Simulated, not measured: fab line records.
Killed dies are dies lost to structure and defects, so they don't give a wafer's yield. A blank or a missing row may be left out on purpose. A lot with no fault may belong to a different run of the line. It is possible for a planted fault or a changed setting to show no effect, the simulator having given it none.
fab line records ; flow n5_finfet
[record] lots = 7; wafers = 21
route steps=1938 shown BEOL_M3@941 BEOL_M5@1119 BEOL_M6@1194
start_h: start of the lot's first displayed wafer, in hours after the record's first day ; wait_h: hours elapsed since this lot's preceding step ; " unchanged from the row above ; L1.1+2: a single row standing in for several wafers ; - either no value or no given start ; * or withheld: withheld ; < > ~ a bound
route shown NAME@n: a module of which the file shows steps, and the number in the route of the first ; usual: mean/standard deviation of fault-free wafers ; same: alike in all rows ; chamber/n: place in a boat ; sites: readings site by site ; _std_site: the values' standard deviation ; _edge_site: outer sites' mean less inner sites' ; radius_mm: how far each site lies from the wafer's centre ; mask NAME#n: copy n ; behind: tool/chamber where the wafer was last shaped ; hold: the reason the lot was held/the length of the hold in hours/how it ended ; device: names the non-switching transistor (n, p or np) ; end of line: tests of these same wafers at the route's end ; where a step has no rows: the recipe by itself ; killed: the dies lost at the first sort to structure and to defects; this is not the yield of the wafer ; map: a wafer's dies, marking killed ones x, the rest . and places with no die _
set.NAME: the setting as run; set.NAME@STEP: as run at that earlier step ; model.NAME: the simulator's own value behind a step, which no gauge read
lots whose settings were changed on purpose; a table a step, a row a wafer
[[steps]]
[step N5_BEOL_M3_EXPOSE_08]
[recipe] mask_id = M3; na = 0.33; source_shape = dipole; sigma_inner = 0.369; sigma_outer = 0.767; polarization = unpolarized; dose_mj = 33
lot.wafer;tool;chamber;start_h;wait_h;mask;set.dose_mj
L074.1+2+5;euv_scanner-01;0;201.78;-;M3#0;33
L079.3+4;euv_scanner-01;0;221.98;-;M3#0;33
L079.5;euv_scanner-01;0;221.98;-;M3#0;31.01
L081.1+2+3;euv_scanner-02;0;226.87;-;M3#0;33
L080.3;euv_scanner-02;0;234.00;-;M3#0;33
L080.5+6;euv_scanner-02;0;234.00;-;M3#0;33.94
L089.1+2;euv_scanner-02;0;277.70;-;M3#0;34.52
L089.6;euv_scanner-02;0;277.70;-;M3#0;33
L092.2;euv_scanner-02;0;302.51;-;M3#0;35.35
L092.4+5;euv_scanner-02;0;302.51;-;M3#0;33
L094.1+3;euv_scanner-02;0;316.30;-;M3#0;34.86
L094.6;euv_scanner-02;0;316.30;-;M3#0;33
[step N5_BEOL_M3_PEB_09]
[recipe] peb_temp_c = 100; peb_time_s = 60; resist = CAR-EUV
[step N5_BEOL_M3_DEVELOP_10]
[recipe] develop_time_s = 30; developer = TMAH; resist = CAR-EUV; rinse_liquid = surfactant_rinse; dry = air_spin; dev_temp_c = 23
lot.wafer;tool;chamber;start_h;wait_h;set.spin_rpm@BEOL_M3_COAT_05;model.CAR-EUV_of_BEOL_M3_COAT_05.thk_nm
L074.1+5;litho_track-03;0;-;-;1500;29.6
L074.2;litho_track-03;0;-;-;1500;29.4
L079.3;litho_track-02;0;-;-;1500;29.6
L079.4;litho_track-02;0;-;-;1561;28.8
L079.5;litho_track-02;0;-;-;1561;29
L081.1;litho_track-05;0;-;-;1428;30.2
L081.2;litho_track-05;0;-;-;1500;29.6
L081.3;litho_track-05;0;-;-;1500;29.4
L080.3;litho_track-03;0;-;-;1415;30.6
L080.5+6;litho_track-03;0;-;-;1500;29.6
L089.1;litho_track-03;0;-;-;1435;30.2
L089.2;litho_track-03;0;-;-;1500;29.4
L089.6;litho_track-03;0;-;-;1500;29.8
L092.2+4+5;litho_track-05;0;-;-;1500;29.6
L094.1;litho_track-03;0;-;-;1500;29.6
L094.3;litho_track-03;0;-;-;1500;29.4
L094.6;litho_track-03;0;-;-;1341;31.2
[step N5_BEOL_M3_CD_MEAS_11]
[recipe] target_cd_nm = 17.05; landing_energy_ev = 500; detector = se_inlens; polarity = opening
[usual] cd_nm = 17.11/0.3
lot.wafer;tool;chamber;start_h;wait_h;set.dose_mj@BEOL_M3_EXPOSE_08;cd_nm
L074.1;cd_sem-02;0;201.90;-;33;17.66
L074.2;cd_sem-02;0;201.90;-;33;17.08
L074.5;cd_sem-02;0;201.90;-;33;17.24
L079.3;cd_sem-01;0;222.10;-;33;16.91
L079.4;cd_sem-01;0;222.10;-;33;17.02
L079.5;cd_sem-01;0;222.10;-;31.01;15.60
L081.1;cd_sem-01;0;226.99;-;33;17.18
L081.2;cd_sem-01;0;226.99;-;33;17.39
L081.3;cd_sem-01;0;226.99;-;33;17.68
L080.3;cd_sem-02;0;234.12;-;33;17.21
L080.5;cd_sem-02;0;234.12;-;33.94;17.37
L080.6;cd_sem-02;0;234.12;-;33.94;17.75
L089.1;cd_sem-02;0;277.83;-;34.52;18.30
L089.2;cd_sem-02;0;277.83;-;34.52;18.16
L089.6;cd_sem-02;0;277.83;-;33;17.11
L092.2;cd_sem-03;0;302.63;-;35.35;18.40
L092.4;cd_sem-03;0;302.63;-;33;16.80
L092.5;cd_sem-03;0;302.63;-;33;16.98
L094.1;cd_sem-02;0;316.43;-;34.86;18.77
L094.3;cd_sem-02;0;316.43;-;34.86;18.46
L094.6;cd_sem-02;0;316.43;-;33;17.59
[step N5_BEOL_M3_DESCUM_16]
[recipe] chemistry = O2; time_s = 7; source_power_w = 50; bias_power_w = 20; pressure_mtorr = 20; rf_frequency_hz = 2.712e+07; temp_c = 40; resist = CAR-EUV; o2_flow_sccm = 225
lot.wafer;tool;chamber;start_h;wait_h;set.spin_rpm@BEOL_M3_COAT_05;model.CAR-EUV_of_BEOL_M3_COAT_05.thk_nm
L074.1+2+5;rie_diel-02;3,0,0;202.43;0.4;1500;26
L079.3;rie_diel-02;0;222.22;0.0;1500;26
L079.4+5;rie_diel-02;2,1;222.22;0.0;1561;25.4
L081.1;rie_diel-03;2;227.12;0.0;1428;26.8
L081.2+3;rie_diel-03;1,3;227.12;0.0;1500;26
L080.3;rie_diel-03;0;234.24;0.0;1415;27
L080.5+6;rie_diel-03;3,0;234.24;0.0;1500;26
L089.1;rie_diel-03;1;277.95;0.0;1435;26.8
L089.2;rie_diel-03;0;277.95;0.0;1500;26
L089.6;rie_diel-03;0;277.95;0.0;1500;26.2
L092.2+5;rie_diel-03;1,2;302.76;0.0;1500;26
L092.4;rie_diel-03;3;302.76;0.0;1500;26.2
L094.1+3;rie_diel-02;1,2;316.55;0.0;1500;26
L094.6;rie_diel-02;2;316.55;0.0;1341;27.8
[step N5_BEOL_M3_ETCH_74]
[recipe] chemistry = N2/H2; target = underlayer; target_depth_a = 65; mask_material = CAR-EUV; time_s = 5.2; ion_energy_ev = 200; pressure_mtorr = 30; source_w = 840; bias_w = 150; n2_flow_sccm = 200; h2_flow_sccm = 200; ends = cleared
lot.wafer;tool;chamber;start_h;wait_h;set.dose_mj@BEOL_M3_EXPOSE_08;model.BEOL_M3.cd_offset_nm
L074.1;rie_diel-02;3;202.47;0.0;33;0
L074.2;rie_diel-02;0;202.47;0.0;33;0.4
L074.5;rie_diel-02;0;202.47;0.0;33;0.2
L079.3;rie_diel-02;0;222.25;0.0;33;0
L079.4;rie_diel-02;2;222.25;0.0;33;-0.2
L079.5;rie_diel-02;1;222.25;0.0;31.01;-1.8
L081.1;rie_diel-03;2;227.15;0.0;33;-0.2
L081.2;rie_diel-03;1;227.15;0.0;33;0.4
L081.3;rie_diel-03;3;227.15;0.0;33;0.2
L080.3;rie_diel-03;0;234.27;0.0;33;0.2
L080.5;rie_diel-03;3;234.27;0.0;33.94;0.4
L080.6;rie_diel-03;0;234.27;0.0;33.94;0.6
L089.1;rie_diel-03;1;277.98;0.0;34.52;1
L089.2;rie_diel-03;0;277.98;0.0;34.52;1.2
L089.6;rie_diel-03;0;277.98;0.0;33;0.2
L092.2;rie_diel-03;1;302.79;0.0;35.35;1.4
L092.4;rie_diel-03;3;302.79;0.0;33;0
L092.5;rie_diel-03;2;302.79;0.0;33;-0.2
L094.1+3;rie_diel-02;1,2;316.59;0.0;34.86;1.4
L094.6;rie_diel-02;2;316.59;0.0;33;0.2
[step N5_BEOL_M3_ETCH_63]
[recipe] chemistry = CF4; target = SiARC; target_depth_a = 156; mask_material = CAR-EUV; time_s = 26; ion_energy_ev = 80; pressure_mtorr = 40; source_w = 545; bias_w = 36; Ar_flow_sccm = 100; cf4_flow_sccm = 100; ends = cleared
[step N5_BEOL_M3_ETCH_64]
[recipe] chemistry = N2/H2; target = SOC; target_depth_a = 750; overetch_a = 150; mask_material = SiARC; temp_c = 40; time_s = 112.5; ion_energy_ev = 200; pressure_mtorr = 30; source_w = 840; bias_w = 150; n2_flow_sccm = 200; h2_flow_sccm = 200
lot.wafer;tool;chamber;start_h;wait_h;set.dose_mj@BEOL_M3_EXPOSE_08;model.BEOL_M3.cd_offset_nm
L074.1;rie_diel-02;3;202.51;0.0;33;-0.2
L074.2;rie_diel-02;0;202.51;0.0;33;0.4
L074.5;rie_diel-02;0;202.51;0.0;33;0.2
L079.3;rie_diel-02;0;222.30;0.0;33;0.2
L079.4;rie_diel-02;2;222.30;0.0;33;0
L079.5;rie_diel-02;1;222.30;0.0;31.01;-1.2
L081.1;rie_diel-03;2;227.20;0.0;33;0.2
L081.2;rie_diel-03;1;227.20;0.0;33;0.6
L081.3;rie_diel-03;3;227.20;0.0;33;0
L080.3;rie_diel-03;0;234.32;0.0;33;0.6
L080.5;rie_diel-03;3;234.32;0.0;33.94;0.4
L080.6;rie_diel-03;0;234.32;0.0;33.94;1
L089.1;rie_diel-03;1;278.03;0.0;34.52;1
L089.2;rie_diel-03;0;278.03;0.0;34.52;1.6
L089.6;rie_diel-03;0;278.03;0.0;33;0.8
L092.2;rie_diel-03;1;302.84;0.0;35.35;1.6
L092.4;rie_diel-03;3;302.84;0.0;33;0.2
L092.5;rie_diel-03;2;302.84;0.0;33;-0.2
L094.1;rie_diel-02;1;316.63;0.0;34.86;1.4
L094.3;rie_diel-02;2;316.63;0.0;34.86;1.2
L094.6;rie_diel-02;2;316.63;0.0;33;0
[step N5_BEOL_M3_STRIP_65]
[recipe] chemistry = N2/H2; temp_c = 40; n2_flow_sccm = 200; h2_flow_sccm = 200; rf_frequency_hz = 6e+07
[step N5_BEOL_M3_STRIP_75]
[recipe] chemistry = N2/H2; temp_c = 40; n2_flow_sccm = 200; h2_flow_sccm = 200; rf_frequency_hz = 6e+07
[step N5_BEOL_M3_STRIP_66]
[recipe] chemistry = CF4; resist = SiARC; power_w = 300; bias_power_w = 75; pressure_mtorr = 50; cf4_flow_sccm = 150; rf_frequency_hz = 6e+07
[step N5_BEOL_M3_HM_OPEN_17]
[recipe] chemistry = Cl2/BCl3; target_depth_a = 200; overetch_a = 60; target = TiN; mask_material = SOC; ion_energy_ev = 150; pressure_mtorr = 10; icp_w = 1000; bias_w = 126; Cl2_flow_sccm = 53.25; bcl3_flow_sccm = 21.75; Ar_flow_sccm = 25
lot.wafer;tool;chamber;start_h;wait_h;set.dose_mj@BEOL_M3_EXPOSE_08;model.BEOL_M3.cd_offset_nm
L074.1;rie_metal-02;1;202.68;0.0;33;-0.2
L074.2;rie_metal-02;0;202.68;0.0;33;0.4
L074.5;rie_metal-02;0;202.68;0.0;33;0.2
L079.3;rie_metal-01;1;222.68;0.2;33;0.2
L079.4;rie_metal-01;0;222.68;0.2;33;0
L079.5;rie_metal-01;1;222.68;0.2;31.01;-1.2
L081.1+3;rie_metal-02;1,0;227.36;0.0;33;0
L081.2;rie_metal-02;0;227.36;0.0;33;0.6
L080.3;rie_metal-01;1;234.51;0.1;33;0.6
L080.5;rie_metal-01;0;234.51;0.1;33.94;0.4
L080.6;rie_metal-01;1;234.51;0.1;33.94;1
L089.1;rie_metal-01;0;278.20;0.0;34.52;1.2
L089.2;rie_metal-01;1;278.20;0.0;34.52;1.6
L089.6;rie_metal-01;0;278.20;0.0;33;0.8
L092.2;rie_metal-03;0;303.00;0.0;35.35;1.4
L092.4;rie_metal-03;1;303.00;0.0;33;0.4
L092.5;rie_metal-03;1;303.00;0.0;33;0
L094.1;rie_metal-03;0;316.80;0.0;34.86;1.4
L094.3;rie_metal-03;0;316.80;0.0;34.86;1.2
L094.6;rie_metal-03;1;316.80;0.0;33;0.2
[step N5_BEOL_M5_COAT_71]
[recipe] resist = underlayer; temp_c = 205; time_s = 60; spin_rpm = 1500; resist_thk_nm = 5
lot.wafer;tool;chamber;start_h;wait_h;set.spin_rpm
L074.1+2+5;litho_track-01;0;-;-;1500
L079.3;litho_track-05;0;-;-;1500
L079.4+5;litho_track-05;0;-;-;1594
L081.1+3;litho_track-01;0;-;-;1500
L081.2;litho_track-01;0;-;-;1457
L080.3+5+6;litho_track-01;0;-;-;1500
L089.1+2;litho_track-02;0;-;-;1438
L089.6;litho_track-02;0;-;-;1500
L092.2;litho_track-01;0;-;-;1500
L092.4+5;litho_track-01;0;-;-;1617
L094.1+6;litho_track-05;0;-;-;1648
L094.3;litho_track-05;0;-;-;1500
[step N5_BEOL_M5_COAT_05]
[recipe] resist = CAR-EUV; spin_rpm = 1500; resist_thk_nm = 30
lot.wafer;tool;chamber;start_h;wait_h;set.spin_rpm;model.CAR-EUV_of_BEOL_M5_COAT_05.thk_nm
L074.1+2+5;litho_track-01;0;-;-;1500;30.2
L079.3+4;litho_track-05;0;-;-;1604;29
L079.5;litho_track-05;0;-;-;1500;30
L081.1;litho_track-01;0;-;-;1578;29.4
L081.2;litho_track-01;0;-;-;1500;30
L081.3;litho_track-01;0;-;-;1578;29.2
L080.3;litho_track-01;0;-;-;1601;29
L080.5;litho_track-01;0;-;-;1601;29.2
L080.6;litho_track-01;0;-;-;1500;30.2
L089.1;litho_track-02;0;-;-;1358;31.6
L089.2+6;litho_track-02;0;-;-;1500;30
L092.2+5;litho_track-01;0;-;-;1500;30
L092.4;litho_track-01;0;-;-;1585;29.2
L094.1+3;litho_track-05;0;-;-;1500;29.8
L094.6;litho_track-05;0;-;-;1620;28.6
[step N5_BEOL_M5_EBR_07]
[recipe] solvent = PGMEA; ebr_width_mm = 1.5
[step N5_BEOL_M5_SOFTBAKE_06]
[recipe] temp_c = 110; time_s = 60; resist = CAR-EUV
[step N5_BEOL_M5_DESCUM_16]
[recipe] chemistry = O2; time_s = 7; source_power_w = 50; bias_power_w = 20; pressure_mtorr = 20; rf_frequency_hz = 2.712e+07; temp_c = 40; resist = CAR-EUV; o2_flow_sccm = 225
lot.wafer;tool;chamber;start_h;wait_h;set.spin_rpm@BEOL_M5_COAT_05;model.CAR-EUV_of_BEOL_M5_COAT_05.thk_nm
L074.1+2;rie_diel-02;1,0;273.52;0.2;1500;26.2
L074.5;rie_diel-02;2;273.52;0.2;1500;26.4
L079.3+4;rie_diel-02;3;284.11;0.0;1604;25
L079.5;rie_diel-02;0;284.11;0.0;1500;26
L081.1;rie_diel-06;2;301.91;0.0;1578;25.4
L081.2;rie_diel-06;3;301.91;0.0;1500;26.2
L081.3;rie_diel-06;1;301.91;0.0;1578;25.2
L080.3;rie_diel-02;3;308.63;0.4;1601;25.2
L080.5;rie_diel-02;2;308.63;0.4;1601;25.4
L080.6;rie_diel-02;1;308.63;0.4;1500;26.2
L089.1;rie_diel-03;0;347.92;0.2;1358;27.6
L089.2+6;rie_diel-03;2,0;347.92;0.2;1500;26
L092.2+5;rie_diel-02;2;362.90;0.0;1500;26.2
L092.4;rie_diel-02;0;362.90;0.0;1585;25.2
L094.1+3;rie_diel-03;1,2;390.05;0.0;1500;25.8
L094.6;rie_diel-03;1;390.05;0.0;1620;24.6
[step N5_BEOL_M5_ETCH_72]
[recipe] chemistry = N2/H2; target = underlayer; target_depth_a = 65; mask_material = CAR-EUV; time_s = 5.2; ion_energy_ev = 200; pressure_mtorr = 30; source_w = 840; bias_w = 150; n2_flow_sccm = 200; h2_flow_sccm = 200; ends = cleared
lot.wafer;tool;chamber;start_h;wait_h;set.spin_rpm@BEOL_M5_COAT_71;model.etch.depth_nm
L074.1;rie_diel-02;1;273.55;0.0;1500;5.013
L074.2;rie_diel-02;0;273.55;0.0;1500;4.992
L074.5;rie_diel-02;2;273.55;0.0;1500;5.005
L079.3;rie_diel-02;3;284.15;0.0;1500;5.008
L079.4;rie_diel-02;3;284.15;0.0;1594;4.854
L079.5;rie_diel-02;0;284.15;0.0;1594;4.846
L081.1;rie_diel-06;2;301.94;0.0;1500;5.005
L081.2;rie_diel-06;3;301.94;0.0;1457;5.083
L081.3;rie_diel-06;1;301.94;0.0;1500;5.002
L080.3;rie_diel-02;3;308.67;0.0;1500;4.993
L080.5;rie_diel-02;2;308.67;0.0;1500;5.001
L080.6;rie_diel-02;1;308.67;0.0;1500;4.985
L089.1;rie_diel-03;0;347.96;0.0;1438;5.111
L089.2;rie_diel-03;2;347.96;0.0;1438;5.12
L089.6;rie_diel-03;0;347.96;0.0;1500;5.005
L092.2;rie_diel-02;2;362.94;0.0;1500;4.989
L092.4;rie_diel-02;0;362.94;0.0;1617;4.805
L092.5;rie_diel-02;2;362.94;0.0;1617;4.799
L094.1;rie_diel-03;1;390.08;0.0;1648;4.753
L094.3;rie_diel-03;2;390.08;0.0;1500;4.992
L094.6;rie_diel-03;1;390.08;0.0;1648;4.752
[step N5_BEOL_M6_ILD_DEP_00]
[recipe] material = SiCOH_lowk; target_thk_a = 1797.5; temp_c = 300; precursor = DEMS/porogen; pressure_torr = 5; rf_w = 500; time_s = 33.4
lot.wafer;tool;chamber;start_h;wait_h;set.time_s;model.SiCOH_lowk_of_BEOL_M6_ILD_DEP_00.thk_nm
L074.1;pecvd-01;2;283.85;0.0;33.4;177.8
L074.2;pecvd-01;0;283.85;0.0;33.4;177.2
L074.5;pecvd-01;2;283.85;0.0;33.4;182
L079.3;pecvd-04;0;293.39;0.0;33.4;176
L079.4;pecvd-04;2;293.39;0.0;33.4;178.6
L079.5;pecvd-04;1;293.39;0.0;31;165.2
L081.1+3;pecvd-01;2,1;311.47;0.0;33.4;178
L081.2;pecvd-01;0;311.47;0.0;33.4;178.8
L080.3;pecvd-02;1;319.34;0.0;31.66;171.6
L080.5;pecvd-02;0;319.34;0.0;31.66;171.4
L080.6;pecvd-02;2;319.34;0.0;33.4;180.2
L089.1;pecvd-02;0;358.10;0.0;33.4;179
L089.2;pecvd-02;1;358.10;0.0;33.4;180.2
L089.6;pecvd-02;0;358.10;0.0;33.4;180.8
L092.2;pecvd-04;2;373.09;0.0;33.4;183.4
L092.4;pecvd-04;2;373.09;0.0;33.4;183.6
L092.5;pecvd-04;0;373.09;0.0;37.54;204.2
L094.1;pecvd-01;1;398.79;0.0;33.4;175.6
L094.3;pecvd-01;2;398.79;0.0;33.4;178.2
L094.6;pecvd-01;2;398.79;0.0;30.95;168.2
[step N5_BEOL_M6_CURE_74]
[recipe] temp_c = 385; time_s = 240; ambient = He/Ar; material = SiCOH_lowk
lot.wafer;tool;chamber;start_h;wait_h;set.time_s@BEOL_M6_ILD_DEP_00;model.SiCOH_lowk_of_BEOL_M6_ILD_DEP_00.thk_nm
L074.1;uv_cure-03;1;283.91;0.0;33.4;153.4
L074.2;uv_cure-03;1;283.91;0.0;33.4;152.8
L074.5;uv_cure-03;1;283.91;0.0;33.4;156.8
L079.3;uv_cure-02;2;293.61;0.2;33.4;151.8
L079.4;uv_cure-02;2;293.61;0.2;33.4;154
L079.5;uv_cure-02;2;293.61;0.2;31;142.4
L081.1+3;uv_cure-02;0;311.54;0.0;33.4;153.4
L081.2;uv_cure-02;0;311.54;0.0;33.4;154.2
L080.3+5;uv_cure-02;0;319.61;0.2;31.66;147.8
L080.6;uv_cure-02;0;319.61;0.2;33.4;155.4
L089.1;uv_cure-03;2;358.18;0.1;33.4;154.4
L089.2;uv_cure-03;2;358.18;0.1;33.4;155.4
L089.6;uv_cure-03;2;358.18;0.1;33.4;156
L092.2;uv_cure-01;2;373.24;0.1;33.4;158.2
L092.4;uv_cure-01;2;373.24;0.1;33.4;158.4
L092.5;uv_cure-01;2;373.24;0.1;37.54;176.4
L094.1;uv_cure-02;0;398.85;0.0;33.4;151.4
L094.3;uv_cure-02;0;398.85;0.0;33.4;153.6
L094.6;uv_cure-02;0;398.85;0.0;30.95;145
[step N5_BEOL_M6_THK_MEAS_01]
[recipe] reads = SiCOH_lowk_of_BEOL_M6_ILD_DEP_00
[usual] M6_ILD_THK = 155.1/2
lot.wafer;tool;chamber;start_h;wait_h;set.time_s@BEOL_M6_ILD_DEP_00;M6_ILD_THK[nm]
L074.1;film_metro-01;-;284.42;0.4;33.4;153.4
L074.2;film_metro-01;-;284.42;0.4;33.4;152.8
L074.5;film_metro-01;-;284.42;0.4;33.4;157.0
L079.3;film_metro-01;-;293.97;0.3;33.4;151.7
L079.4;film_metro-01;-;293.97;0.3;33.4;154.1
L079.5;film_metro-01;-;293.97;0.3;31;142.4
L081.1;film_metro-02;-;312.05;0.4;33.4;153.5
L081.2;film_metro-02;-;312.05;0.4;33.4;154.3
L081.3;film_metro-02;-;312.05;0.4;33.4;153.3
L080.3;film_metro-01;-;319.96;0.3;31.66;147.9
L080.5;film_metro-01;-;319.96;0.3;31.66;147.6
L080.6;film_metro-01;-;319.96;0.3;33.4;155.4
L089.1;film_metro-02;-;359.17;0.8;33.4;154.3
L089.2;film_metro-02;-;359.17;0.8;33.4;155.5
L089.6;film_metro-02;-;359.17;0.8;33.4;155.9
L092.2;film_metro-02;-;373.67;0.4;33.4;158.1
L092.4;film_metro-02;-;373.67;0.4;33.4;158.3
L092.5;film_metro-02;-;373.67;0.4;37.54;176.3
L094.1;film_metro-02;-;399.37;0.4;33.4;151.4
L094.3;film_metro-02;-;399.37;0.4;33.4;153.6
L094.6;film_metro-02;-;399.37;0.4;30.95;144.8
[step N5_BEOL_M6_COAT_59]
[recipe] resist = SOC; temp_c = 250; time_s = 60; spin_rpm = 1500; resist_thk_nm = 100
lot.wafer;tool;chamber;start_h;wait_h;set.spin_rpm;model.SOC_of_BEOL_M6_COAT_59.thk_nm
L074.1;litho_track-04;0;286.40;0.1;1500;99.6
L074.2+5;litho_track-04;0;286.40;0.1;1500;99.8
L079.3;litho_track-05;0;295.11;0.1;1417;103.4
L079.4;litho_track-05;0;295.11;0.1;1500;100.6
L079.5;litho_track-05;0;295.11;0.1;1500;100.4
L081.1;litho_track-03;0;312.64;0.1;1500;99.4
L081.2+3;litho_track-03;0;312.64;0.1;1500;99.6
L080.3+5;litho_track-04;0;321.92;0.1;1500;99.8
L080.6;litho_track-04;0;321.92;0.1;1500;99.6
L089.1;litho_track-05;0;359.85;0.1;1357;106
L089.2;litho_track-05;0;359.85;0.1;1357;105.8
L089.6;litho_track-05;0;359.85;0.1;1357;105.6
L092.2;litho_track-05;0;374.78;0.1;1500;100.2
L092.4;litho_track-05;0;374.78;0.1;1500;100.4
L092.5;litho_track-05;0;374.78;0.1;1500;99.8
L094.1;litho_track-03;0;401.61;0.1;1500;99.6
L094.3;litho_track-03;0;401.61;0.1;1416;102.8
L094.6;litho_track-03;0;401.61;0.1;1416;102.6
[step N5_BEOL_M6_COAT_60]
[recipe] resist = SiARC; temp_c = 220; time_s = 60; spin_rpm = 1500; resist_thk_nm = 35
[step N5_BEOL_M6_COAT_05]
[recipe] resist = CAR-ArF; spin_rpm = 1500; resist_thk_nm = 90
[step N5_BEOL_M6_DESCUM_16]
[recipe] chemistry = O2; time_s = 7.9; source_power_w = 50; bias_power_w = 20; pressure_mtorr = 20; rf_frequency_hz = 2.712e+07; temp_c = 40; resist = CAR-ArF; o2_flow_sccm = 225
[step N5_BEOL_M6_ETCH_61]
[recipe] chemistry = CF4; target = SiARC; target_depth_a = 455; mask_material = CAR-ArF; time_s = 75.8; ion_energy_ev = 80; pressure_mtorr = 40; source_w = 545; bias_w = 36; Ar_flow_sccm = 100; cf4_flow_sccm = 100; ends = cleared
[step N5_BEOL_M6_ETCH_62]
[recipe] chemistry = N2/H2; target = SOC; target_depth_a = 1100; overetch_a = 220; mask_material = SiARC; temp_c = 40; time_s = 165; ion_energy_ev = 200; pressure_mtorr = 30; source_w = 840; bias_w = 150; n2_flow_sccm = 200; h2_flow_sccm = 200
lot.wafer;tool;chamber;start_h;wait_h;set.spin_rpm@BEOL_M6_COAT_59;model.etch.depth_nm
L074.1;rie_diel-04;1;286.83;0.0;1500;99.69
L074.2;rie_diel-04;2;286.83;0.0;1500;99.85
L074.5;rie_diel-04;2;286.83;0.0;1500;99.87
L079.3;rie_diel-01;0;296.20;0.0;1417;103.4
L079.4;rie_diel-01;1;296.20;0.0;1500;100.6
L079.5;rie_diel-01;0;296.20;0.0;1500;100.3
L081.1;rie_diel-05;3;314.38;0.0;1500;99.47
L081.2;rie_diel-05;1;314.38;0.0;1500;99.52
L081.3;rie_diel-05;2;314.38;0.0;1500;99.67
L080.3;rie_diel-05;3;322.47;0.0;1500;99.74
L080.5;rie_diel-05;0;322.47;0.0;1500;99.82
L080.6;rie_diel-05;3;322.47;0.0;1500;99.65
L089.1;rie_diel-01;1;360.40;0.0;1357;106
L089.2;rie_diel-01;3;360.40;0.0;1357;105.8
L089.6;rie_diel-01;0;360.40;0.0;1357;105.5
L092.2;rie_diel-04;0;375.33;0.0;1500;100.3
L092.4;rie_diel-04;1;375.33;0.0;1500;100.4
L092.5;rie_diel-04;0;375.33;0.0;1500;99.78
L094.1;rie_diel-04;0;402.16;0.0;1500;99.54
L094.3;rie_diel-04;2;402.16;0.0;1416;102.8
L094.6;rie_diel-04;0;402.16;0.0;1416;102.5
[step N5_BEOL_M6_STRIP_68]
[recipe] chemistry = N2/H2; temp_c = 40; n2_flow_sccm = 200; h2_flow_sccm = 200; rf_frequency_hz = 6e+07
[step N5_BEOL_M6_STRIP_67]
[recipe] chemistry = CF4; resist = SiARC; power_w = 300; bias_power_w = 75; pressure_mtorr = 50; cf4_flow_sccm = 150; rf_frequency_hz = 6e+07
[step N5_BEOL_M6_HM_OPEN_17]
[recipe] chemistry = Cl2/BCl3; target_depth_a = 200; overetch_a = 60; target = TiN; mask_material = SOC; ion_energy_ev = 150; pressure_mtorr = 10; icp_w = 1000; bias_w = 126; Cl2_flow_sccm = 53.25; bcl3_flow_sccm = 21.75; Ar_flow_sccm = 25
lot.wafer;tool;chamber;start_h;wait_h;set.spin_rpm@BEOL_M6_COAT_59;model.SOC_of_BEOL_M6_COAT_59.thk_nm
L074.1;rie_metal-01;1;287.02;0.0;1500;91.4
L074.2+5;rie_metal-01;0;287.02;0.0;1500;92
L079.3;rie_metal-02;0;297.35;1.0;1417;95.4
L079.4;rie_metal-02;1;297.35;1.0;1500;92.8
L079.5;rie_metal-02;1;297.35;1.0;1500;92.6
L081.1;rie_metal-03;0;315.91;1.4;1500;91.8
L081.2;rie_metal-03;1;315.91;1.4;1500;91.2
L081.3;rie_metal-03;1;315.91;1.4;1500;91.4
L080.3;rie_metal-01;1;322.70;0.1;1500;91.6
L080.5;rie_metal-01;0;322.70;0.1;1500;92
L080.6;rie_metal-01;1;322.70;0.1;1500;91.4
L089.1;rie_metal-03;1;360.59;0.0;1357;97.6
L089.2;rie_metal-03;0;360.59;0.0;1357;98
L089.6;rie_metal-03;1;360.59;0.0;1357;97
L092.2;rie_metal-01;0;375.52;0.0;1500;92.6
L092.4;rie_metal-01;0;375.52;0.0;1500;92.8
L092.5;rie_metal-01;0;375.52;0.0;1500;92.2
L094.1;rie_metal-03;1;402.36;0.0;1500;91.2
L094.3;rie_metal-03;0;402.36;0.0;1416;95.2
L094.6;rie_metal-03;0;402.36;0.0;1416;94.8
[[key]]
[split] step = N5_BEOL_M3_EXPOSE_08; setting = dose_mj; stated = 33; by = wafer
[response] step = N5_BEOL_M3_CD_MEAS_11; reading = cd_nm; change = +0.208; per = 1%; r = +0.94
[response] step = N5_BEOL_M3_ETCH_74; reading = model.BEOL_M3.cd_offset_nm; change = +0.221; per = 1%; r = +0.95
[response] step = N5_BEOL_M3_ETCH_64; reading = model.BEOL_M3.cd_offset_nm; change = +0.197; per = 1%; r = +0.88
[response] step = N5_BEOL_M3_HM_OPEN_17; reading = model.BEOL_M3.cd_offset_nm; change = +0.173; per = 1%; r = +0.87
[split] step = N5_BEOL_M5_COAT_71; setting = spin_rpm; stated = 1500; by = wafer
[response] step = N5_BEOL_M5_ETCH_72; reading = model.etch.depth_nm; change = -0.0246; per = 1%; r = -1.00
[split] step = N5_BEOL_M5_COAT_05; setting = spin_rpm; stated = 1500; by = wafer
[response] step = N5_BEOL_M5_COAT_05; reading = model.CAR-EUV_of_BEOL_M5_COAT_05.thk_nm; change = -0.154; per = 1%; r = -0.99
[response] step = N5_BEOL_M5_DESCUM_16; reading = model.CAR-EUV_of_BEOL_M5_COAT_05.thk_nm; change = -0.157; per = 1%; r = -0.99
[split] step = N5_BEOL_M6_ILD_DEP_00; setting = time_s; stated = 33.4; by = wafer
[response] step = N5_BEOL_M6_ILD_DEP_00; reading = model.SiCOH_lowk_of_BEOL_M6_ILD_DEP_00.thk_nm; change = +1.58; per = 1%; r = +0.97
[response] step = N5_BEOL_M6_CURE_74; reading = model.SiCOH_lowk_of_BEOL_M6_ILD_DEP_00.thk_nm; change = +1.38; per = 1%; r = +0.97
[response] step = N5_BEOL_M6_THK_MEAS_01; reading = M6_ILD_THK; change = +1.38; per = 1%; r = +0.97
[split] step = N5_BEOL_M6_COAT_59; setting = spin_rpm; stated = 1500; by = wafer
[response] step = N5_BEOL_M6_COAT_59; reading = model.SOC_of_BEOL_M6_COAT_59.thk_nm; change = -0.539; per = 1%; r = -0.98
[response] step = N5_BEOL_M6_ETCH_62; reading = model.etch.depth_nm; change = -0.55; per = 1%; r = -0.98
[response] step = N5_BEOL_M6_HM_OPEN_17; reading = model.SOC_of_BEOL_M6_COAT_59.thk_nm; change = -0.584; per = 1%; r = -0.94
split outside_this_file step=N5_BEOL_M3_COAT_05 setting=spin_rpm
// split outside_this_file: this setting was split too, and the file shows its column; the key of that split is in another file
